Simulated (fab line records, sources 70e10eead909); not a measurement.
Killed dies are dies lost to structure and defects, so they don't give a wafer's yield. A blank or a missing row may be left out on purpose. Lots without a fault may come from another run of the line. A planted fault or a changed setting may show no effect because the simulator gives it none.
fab line records | flow nand_harc
record lots=13 wafers=37 last_day=34
route steps=1302 shown P_STI@109 P_GATE@136 END@1302
lots that met no fault: from a run of the same line without faults
start_h: hours from the record's first day to the start of the lot's first wafer shown | wait_h: hours since the lot's step before | " the same as in the row above | L1.1+2: a row that stands for several wafers | - no value, or no start given | * or withheld: withheld | < > ~ a bound
route shown NAME@n: a module of which the file shows steps, and the number in the route of the first | usual: mean/standard deviation of fault-free wafers | same: alike in all rows | chamber/n: place in a boat | sites: the reading at each site | _std_site: their standard deviation | _edge_site: outer sites' mean less inner sites' | radius_mm: how far each site lies from the wafer's centre | mask NAME#n: copy n | behind: the tool/chamber that last shaped the wafer | hold: why the lot was held/for how many hours/how that ended | device: the transistor (n, p or np) that didn't switch | end of line: the same wafers' tests at the end of the route | a step without rows: its recipe alone | killed: dies lost to structure and defects at the first sort, not the wafer's yield | map: a wafer's dies, x killed, . not, _ none there
set.NAME: the setting as run; set.NAME@STEP: as run at that earlier step | model.NAME: the simulator's own value behind a step, which no gauge read
steps of the route over a sample of lots; a table a step, a row a wafer
services: from which hour (start_h, from the record's first day; less than 0 if before it) a tool's chamber was out of use, for how many hours, and why
## steps
# step NHARC_P_STI_INSPECT_25
# usual raw_defect_count=213/84
# columns lot.wafer tool chamber start_h wait_h raw_defect_count
L568.3 defect_inspect-02 - 72.55 0.4 128
L568.4 " - " " 110
L568.5 " - " " 155
L570.3 defect_inspect-01 - 94.54 0.4 115
L570.4 " - " " 146
L570.5 " - " " 290
L577.1 defect_inspect-01 - 160.91 0.4 140
L577.3 " - " " 217
L577.6 " - " " 102
L579.2 defect_inspect-02 - 181.26 0.4 265
L579.5 " - " " 229
L580.2 defect_inspect-02 - 190.04 0.4 210
L580.5 " - " " 277
L581.2 defect_inspect-02 - 218.86 0.4 132
L581.5 " - " " 203
L581.6 " - " " 231
L585.1 defect_inspect-01 - 243.02 0.4 293
L585.3 " - " " 366
L585.4 " - " " 294
L586.1 defect_inspect-01 - 260.70 0.4 120
L586.3 " - " " 318
L586.4 " - " " 131
L587.2 defect_inspect-02 - 270.25 0.4 187
L587.4 " - " " 115
L587.5 " - " " 150
L588.1 defect_inspect-01 - 276.83 0.4 458
L588.3 " - " " 356
L588.4 " - " " 417
L589.1 defect_inspect-01 - 283.50 0.4 244
L589.3 " - " " 263
L589.5 " - " " 256
L590.1 defect_inspect-01 - 290.83 0.4 382
L590.3 " - " " 200
L590.4 " - " " 303
L591.3 defect_inspect-01 - 303.49 0.4 181
L591.4 " - " " 131
L591.6 " - " " 87
# step NHARC_P_GATE_SOFTBAKE_21
# recipe temp_c=105 time_s=55
# usual heater_power_total_W=188.44/0.14
# columns lot.wafer tool chamber start_h wait_h heater_power_total_W
L568.3 litho_track-01 0 99 - 188.79
L568.4 " 0 " " 188.54
L568.5 " 0 " " 188.35
L570.3 litho_track-06 0 116 - 188.31
L570.4 " 0 " " 188.27
L570.5 " 0 " " 188.47
L577.1 litho_track-01 0 183 - 188.58
L577.3 " 0 " " 188.36
L577.6 " 0 " " 207.77
L579.2 litho_track-01 0 207 - 188.35
L579.5 " 0 " " 208.34
L580.2 litho_track-01 0 213 - 188.48
L580.5 " 0 " " 207.86
L581.2 litho_track-06 0 243 - 188.45
L581.5 " 0 " " 188.55
L581.6 " 0 " " 188.29
L585.1 litho_track-04 0 267 - 188.38
L585.3 " 0 " " 188.38
L585.4 " 0 " " 188.33
L586.1 litho_track-06 0 284 - 188.29
L586.3 " 0 " " 188.42
L586.4 " 0 " " 188.38
L587.2 litho_track-06 0 295 - 188.44
L587.4 " 0 " " 188.44
L587.5 " 0 " " 188.74
L588.1 litho_track-01 0 299 - 188.47
L588.3 " 0 " " 188.40
L588.4 " 0 " " 188.40
L589.1 litho_track-06 0 311 - 188.33
L589.3 " 0 " " 188.57
L589.5 " 0 " " 188.53
L590.1 litho_track-04 0 314 - 188.30
L590.3 " 0 " " 188.41
L590.4 " 0 " " 188.42
L591.3 litho_track-06 0 329 - 188.52
L591.4 " 0 " " 188.37
L591.6 " 0 " " 188.34
# step NHARC_P_GATE_HM_OPEN_105
# recipe target_depth_a=3600 o2_flow_sccm=400 cos_flow_sccm=20 ar_flow_sccm=0 rf_w=500 bias_w=300 chemistry=O2/COS
# usual drypump_motor_current_A=5.6/0.36 oes_product_au=0.999/0.01 rf_fwd_power_W=497.9/1.6 rf_vpp_V=469.4/2.7 showerhead_plenum_p_Torr=3.22/0.12 throttle_valve_pct=28.330/0.0094
# columns lot.wafer tool chamber start_h wait_h drypump_motor_current_A oes_product_au rf_fwd_power_W rf_hours_counter_h rf_vpp_V showerhead_plenum_p_Torr throttle_valve_pct
L568.3 rie_diel-06 1 - - 6.0 1.008 499.7 6.4 469.8 3.32 28.331
L568.4 " 0 " " 5.1 1.005 499.6 7.1 470.1 3.23 28.326
L568.5 " 1 " " 6.0 1.011 497.2 - 470.3 3.32 28.311
L570.4 rie_diel-06 1 - - 6.1 1.006 498.5 6.8 472.6 3.32 28.315
L570.3 " 3 " " 5.6 0.994 497.0 6.5 469.6 3.33 28.340
L570.5 " 1 " " 6.1 1.002 498.9 - 471.0 3.32 28.330
L577.1 rie_diel-03 2 - - 5.5 0.977 494.9 2.3 465.5 3.06 28.327
L577.3 " 0 " " 6.4 0.989 499.1 1.9 464.5 3.01 28.326
L577.6 " 2 " " 5.5 0.978 495.9 - 465.8 3.06 28.328
L579.2 rie_diel-06 3 - - 5.6 0.997 498.6 3.9 471.2 3.33 28.355
L579.5 " 1 " " 6.0 1.013 500.2 - 471.6 3.31 28.337
L580.2 rie_diel-11 2 - - 5.1 0.991 499.6 7.5 471.0 3.34 28.339
L580.5 " 3 " " 5.5 1.002 495.8 - 464.8 3.03 28.323
L581.2 rie_diel-06 0 - - 5.1 1.014 498.9 5.6 470.3 3.23 28.321
L581.5 " 0 " " 5.0 0.998 496.9 - 468.5 3.23 28.317
L581.6 " 1 " " 6.0 1.010 498.7 - 470.0 3.31 28.324
L585.4 rie_diel-11 0 - - 5.8 1.006 499.2 0.2 464.6 3.03 28.329
L585.3 " 2 " " 5.1 0.986 500.3 0.1 471.9 3.34 28.319
L585.1 " 3 " " 5.5 0.999 499.4 0.2 464.0 3.03 28.327
L586.4 rie_diel-06 3 - - 5.7 1.005 498.7 8.4 471.2 3.32 28.328
L586.3 " 0 " " 5.0 1.016 497.5 7.6 469.8 3.23 28.325
L586.1 " 1 " " 6.0 0.996 497.8 8.1 473.5 3.31 28.337
L587.2 rie_diel-11 0 - - 5.8 1.000 498.0 2.0 465.2 3.03 28.332
L587.4 " 1 " " 5.9 0.998 498.6 2.0 472.4 3.29 28.328
L587.5 " 3 " " 5.5 1.005 497.9 - 465.6 3.03 28.334
L588.3 rie_diel-06 0 - - 5.0 1.008 498.1 7.8 470.1 3.23 28.334
L588.1 " 1 " " 6.0 0.997 499.3 8.2 472.1 3.31 28.340
L588.4 " 2 " " 5.4 0.992 498.0 8.6 470.7 3.27 28.319
L589.1 rie_diel-11 3 - - 5.5 1.000 499.8 3.2 466.0 3.03 28.310
L589.3 " 0 " " 5.8 0.997 496.5 2.4 464.4 3.03 28.327
L589.5 " 2 " " 5.1 0.986 499.8 - 471.6 3.34 28.326
L590.1 rie_diel-11 0 - - 5.8 0.993 497.4 2.4 466.0 3.03 28.342
L590.4 " 1 " " 5.9 0.994 497.2 2.5 472.0 3.29 28.328
L590.3 " 2 " " 5.1 0.985 499.2 3.4 471.7 3.34 28.322
L591.3 rie_diel-03 3 - - 5.7 0.976 501.0 2.2 472.8 3.35 28.342
L591.4 " 0 " " 6.4 1.002 498.3 2.5 465.9 3.01 28.333
L591.6 " 2 " " 5.5 0.989 498.1 - 467.0 3.05 28.333
# step NHARC_P_GATE_ETCH_114
# recipe target_depth_a=300 overetch_a=30 time_s=16.5 ion_energy_ev=100 cf4_flow_sccm=80 o2_flow_sccm=20 ar_flow_sccm=0 rf_w=300 bias_w=100 chemistry=CF4/O2
# usual drypump_motor_current_A=5.6/0.36 oes_product_au=1.002/0.011 rf_fwd_power_W=293.6/1.2 rf_vpp_V=198.8/1.3 showerhead_plenum_p_Torr=1.38/0.053 throttle_valve_pct=13.396/0.01
# same time_s=16.5
# columns lot.wafer tool chamber start_h wait_h drypump_motor_current_A oes_product_au rf_fwd_power_W rf_hours_counter_h rf_vpp_V showerhead_plenum_p_Torr throttle_valve_pct
L568.4 rie_diel-06 3 - - 5.6 1.010 295.0 6.3 198.9 1.43 13.394
L568.3 " 0 " " 5.0 1.006 292.5 7.1 199.1 1.38 13.403
L568.5 " 3 " " 5.6 1.004 294.4 - 199.2 1.43 13.403
L570.4 rie_diel-06 0 - - 5.0 1.014 293.7 7.6 198.6 1.38 13.387
L570.3 " 1 " " 6.0 1.013 295.3 6.8 199.4 1.42 13.387
L570.5 " 0 " " 5.1 1.008 293.7 - 199.1 1.38 13.386
L577.3 rie_diel-03 3 - - 5.7 0.986 294.0 1.9 200.5 1.44 13.396
L577.1 " 0 " " 6.4 1.003 295.6 1.9 197.1 1.29 13.388
L577.6 " 2 " " 5.4 0.985 292.9 - 197.9 1.31 13.397
L579.2 rie_diel-06 1 - - 6.0 1.009 293.6 4.5 198.5 1.42 13.403
L579.5 " 1 " " 6.0 1.003 294.5 - 198.1 1.42 13.382
L580.2 rie_diel-11 0 - - 5.8 1.024 293.1 11.8 196.1 1.29 13.407
L580.5 " 0 " " 5.8 1.012 293.7 - 196.5 1.29 13.397
L581.2 rie_diel-06 2 - - 5.4 0.990 291.3 5.9 199.9 1.40 13.396
L581.5 " 2 " " 5.5 0.995 292.7 - 198.7 1.40 13.375
L581.6 " 3 " " 5.6 1.008 292.9 - 199.0 1.42 13.404
L585.1 rie_diel-11 2 - - 5.1 0.987 294.9 0.1 200.0 1.43 13.402
L585.3 " 0 " " 5.8 1.001 293.2 0.2 196.0 1.29 13.408
L585.4 " 1 " " 5.9 1.002 292.3 0.2 200.5 1.41 13.418
L586.4 rie_diel-06 1 - - 6.1 1.002 294.8 8.1 199.8 1.42 13.396
L586.1 " 3 " " 5.6 0.992 294.4 8.4 198.8 1.42 13.396
L586.3 " 0 " " 5.1 1.009 292.6 7.6 198.0 1.38 13.375
L587.4 rie_diel-11 0 - - 5.8 1.000 292.4 2.0 196.9 1.29 13.390
L587.2 " 1 " " 5.9 0.990 293.2 2.0 198.5 1.41 13.401
L587.5 " 1 " " 5.9 0.995 292.9 - 200.2 1.41 13.392
L588.4 rie_diel-06 2 - - 5.4 1.000 293.4 8.7 198.6 1.40 13.383
L588.1 " 0 " " 5.0 1.005 292.7 7.8 198.1 1.38 13.387
L588.3 " 1 " " 6.1 0.999 294.6 8.3 199.5 1.42 13.377
L589.1 rie_diel-11 3 - - 5.5 1.000 294.3 3.2 197.8 1.29 13.415
L589.3 " 1 " " 5.9 1.000 293.2 2.5 199.1 1.41 13.398
L589.5 " 0 " " 5.8 0.999 292.3 - 198.2 1.29 13.394
L590.4 rie_diel-11 0 - - 5.8 1.005 290.8 2.4 196.7 1.29 13.399
L590.1 " 1 " " 5.9 0.996 295.1 2.5 198.4 1.41 13.398
L590.3 " 2 " " 5.1 0.995 295.2 3.4 198.9 1.43 13.381
L591.4 rie_diel-03 2 - - 5.4 0.987 293.1 1.9 198.7 1.31 13.405
L591.3 " 0 " " 6.4 1.003 294.5 2.5 196.6 1.28 13.399
L591.6 " 2 " " 5.4 0.984 293.3 - 196.3 1.31 13.382
# step NHARC_END_SORT_01
# recipe temp_c=25
# usual killed_at_array=49/19 killed_at_other=0.9/1.1 killed_at_periphery=4.0/2.7 killed_dies=54/19 killed_open=3.3/1.8 killed_short=2.6/1.6
# same gross_dies=677
# columns lot.wafer tool chamber start_h wait_h killed_at_array killed_at_other killed_at_periphery killed_dies killed_open killed_short
L570.3 prober-02 0 582.53 3.1 25 2 4 31 3 0
L570.4 prober-02 0 583.33 3.4 43 0 4 47 2 3
L570.5 prober-02 0 584.12 3.7 42 1 5 48 9 4
L568.3 prober-02 0 590.26 3.1 25 0 6 31 4 3
L568.4 prober-02 0 591.05 3.4 27 0 7 34 3 3
L568.5 prober-02 0 591.84 3.6 22 2 7 31 3 5
L577.1 prober-02 0 639.19 2.5 55 2 4 61 5 3
L577.3 prober-02 0 640.80 3.1 51 0 3 54 1 2
L577.6 prober-02 0 643.22 4.0 32 0 5 37 5 2
L579.5 prober-02 0 673.51 3.7 31 0 3 34 3 0
L580.5 prober-02 0 688.74 3.7 39 1 3 43 4 1
L581.2 prober-02 0 715.55 2.8 86 1 0 87 3 1
L581.5 prober-02 0 717.97 3.7 79 1 2 82 4 1
L581.6 prober-02 0 718.78 4.0 63 2 2 67 4 1
# killed by level:class
L570.3 A_CHANNEL_HOLE_D2:chamber_film_flake=17 P_GATE:chamber_film_flake=3 A_WL_FILL:geometric_particle:open=2 A_CHANNEL_HOLE_D1:chamber_film_flake=2 A_CONTACT:chamber_film_flake=2 THIN_TSV:chamber_film_flake=2 A_ONON_D1:geometric_particle:open=1 P_BONDPAD:chamber_film_flake=1
L570.4 A_CHANNEL_HOLE_D2:chamber_film_flake=32 P_STI:chamber_film_flake=2 A_CONTACT:chamber_film_flake=2 P_M0:geometric_particle:open=1 A_CHANNEL_HOLE_D1:geometric_particle:open=1 A_CHANNEL_FILL_D1:geometric_particle:short=1 A_ONON_D2:geometric_particle:short=1 A_SGD_CUT:geometric_particle:short=1
L570.5 A_CHANNEL_HOLE_D2:chamber_film_flake=22 A_CONTACT:chamber_film_flake=3 A_ONON_D1:geometric_particle:open=2 A_ONON_D2:geometric_particle:open=2 A_CHANNEL_FILL_D2:geometric_particle:short=2 P_STI:chamber_film_flake=2 A_CHANNEL_HOLE_D1:chamber_film_flake=2 A_WL_FILL:chamber_film_flake=2
L568.3 A_CHANNEL_HOLE_D2:chamber_film_flake=13 A_CONTACT:chamber_film_flake=4 P_ZERO_WELL:chamber_film_flake=2 P_GATE:chamber_film_flake=2 P_M0:geometric_particle:open=1 P_M1:geometric_particle:short=1 A_ONON_D1:geometric_particle:short=1 A_CHANNEL_FILL_D1:geometric_particle:open=1
L568.4 A_CONTACT:chamber_film_flake=10 A_STAIRCASE:chamber_film_flake=5 A_CHANNEL_HOLE_D2:chamber_film_flake=4 A_CHANNEL_HOLE_D1:chamber_film_flake=3 P_GATE:geometric_particle:open=2 P_STI:chamber_film_flake=2 A_ONON_D1:geometric_particle:short=1 A_CHANNEL_HOLE_D1:geometric_particle:short=1
L568.5 A_CHANNEL_HOLE_D2:chamber_film_flake=8 A_CONTACT:chamber_film_flake=5 P_ZERO_WELL:chamber_film_flake=4 A_CHANNEL_HOLE_D1:chamber_film_flake=3 P_M0:geometric_particle:open=2 A_CHANNEL_FILL_D2:geometric_particle:short=2 STARTING-WAFER:geometric_particle:short=2 A_CONTACT:geometric_particle:open=1
L577.1 A_CHANNEL_HOLE_D1:chamber_film_flake=32 A_CHANNEL_HOLE_D2:chamber_film_flake=8 A_CHANNEL_FILL_D2:chamber_film_flake=3 A_CONTACT:chamber_film_flake=3 P_ZERO_WELL:chamber_film_flake=2 A_CHANNEL_FILL_D1:chamber_film_flake=2 P_CONTACT:geometric_particle:open=1 A_ONON_D1:geometric_particle:open=1
L577.3 A_CHANNEL_HOLE_D1:chamber_film_flake=32 A_CHANNEL_HOLE_D2:chamber_film_flake=11 P_GATE:chamber_film_flake=2 A_CHANNEL_FILL_D2:chamber_film_flake=2 A_SOURCE_PLATE:geometric_particle:short=1 A_DECK1_JOINT:geometric_particle:short=1 A_BLC:geometric_particle:open=1 P_M0:chamber_film_flake=1
L577.6 A_CHANNEL_HOLE_D1:chamber_film_flake=15 A_CHANNEL_HOLE_D2:chamber_film_flake=11 P_ZERO_WELL:chamber_film_flake=2 P_CONTACT:geometric_particle:short=1 P_M0:geometric_particle:open=1 A_SOURCE_PLATE:geometric_particle:open=1 A_ONON_D1:geometric_particle:open=1 A_DECK1_JOINT:geometric_particle:short=1
L579.5 A_CHANNEL_HOLE_D2:chamber_film_flake=9 A_WL_FILL:chamber_film_flake=4 A_BONDPAD:chamber_film_flake=4 P_CONTACT:chamber_film_flake=3 A_SLIT:chamber_film_flake=3 A_CHANNEL_HOLE_D1:chamber_film_flake=2 A_CHANNEL_FILL_D1:chamber_film_flake=2 A_DECK1_JOINT:geometric_particle:open=1
L580.5 A_CHANNEL_HOLE_D1:chamber_film_flake=18 A_CHANNEL_FILL_D1:chamber_film_flake=5 A_STAIRCASE:chamber_film_flake=4 A_SLIT:chamber_film_flake=3 A_CONTACT:chamber_film_flake=3 A_WL_FILL:chamber_film_flake=2 P_M0:geometric_particle:open=1 A_CHANNEL_FILL_D1:geometric_particle:open=1
L581.2 A_CHANNEL_HOLE_D1:chamber_film_flake=36 A_SLIT:chamber_film_flake=24 A_CHANNEL_HOLE_D2:chamber_film_flake=14 A_CONTACT:chamber_film_flake=3 A_CHANNEL_FILL_D2:chamber_film_flake=2 A_STAIRCASE:chamber_film_flake=2 A_DECK1_JOINT:geometric_particle:open=1 A_ONON_D2:geometric_particle:open=1
L581.5 A_CHANNEL_HOLE_D1:chamber_film_flake=29 A_SLIT:chamber_film_flake=28 A_CHANNEL_HOLE_D2:chamber_film_flake=11 A_CONTACT:chamber_film_flake=3 A_STAIRCASE:chamber_film_flake=2 P_CONTACT:geometric_particle:open=1 A_ONON_D1:geometric_particle:open=1 A_CHANNEL_FILL_D1:geometric_particle:short=1
L581.6 A_SLIT:chamber_film_flake=21 A_CHANNEL_HOLE_D1:chamber_film_flake=17 A_CHANNEL_HOLE_D2:chamber_film_flake=16 A_ZERO_WELL:chamber_film_flake=2 THIN_TSV:chamber_film_flake=2 A_CHANNEL_FILL_D2:chamber_film_flake=2 P_M0:geometric_particle:short=1 P_M2:geometric_particle:open=1
## services
# columns tool chamber start_h hours kind
rie_diel-11 - 78.50 9.0 pm
rie_diel-06 0 84.70 - clean
rie_diel-06 1 84.70 - clean
rie_diel-06 2 84.70 - clean
rie_diel-06 3 84.70 - clean
rie_diel-03 - 104.31 9.0 pm
rie_diel-06 0 109.20 - clean
rie_diel-06 1 109.20 - clean
rie_diel-06 - 130.20 9.0 pm
rie_diel-11 2 147.25 22.2 repair
litho_track-01 - 155.00 7.0 pm
rie_diel-03 1 155.32 20.9 repair
rie_diel-06 0 172.58 21.5 repair
litho_track-06 - 179.00 7.0 pm
rie_diel-06 - 207.70 0.2 repair
rie_diel-11 - 212.22 1.4 repair
rie_diel-03 2 219.51 15.7 repair
rie_diel-03 - 219.99 0.7 repair
rie_diel-11 0 242.51 3.7 repair
rie_diel-11 - 255.50 9.0 pm
rie_diel-06 0 268.43 4.0 repair
rie_diel-03 - 281.31 9.0 pm
rie_diel-06 - 307.20 9.0 pm
litho_track-01 - 330.00 7.0 pm
## key
first_sign step=NHARC_P_GATE_SOFTBAKE_21 reading=heater_power_total_W direction=up sigmas=99+ usual=* struck=*
effect none on later readings
met_at NHARC_P_GATE_SOFTBAKE_21
struck_lots L577,L579,L580
struck_wafers L577.6,L579.5,L580.5
tester_left_out L577,L579,L580
not_acting_at NHARC_P_STI_INSPECT_25,NHARC_P_GATE_HM_OPEN_105,NHARC_P_GATE_ETCH_114
onset_between 99 183
fault kind=process_parameter_drift tool=litho_track-01 chamber=- onset_h=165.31 steps=NHARC_P_GATE_SOFTBAKE_21 channel=time_s offset=* shape=step end_h=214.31 scope=struck_wafers_only acts_in=* stated=*
# tester_left_out: of these lots the tester's yield and bins aren't shown, on N5 and GAA mostly nor the transistor test; their killed dies are dies lost to structure and defects alone, not to doping, threshold or leakage, so they don't give the yield
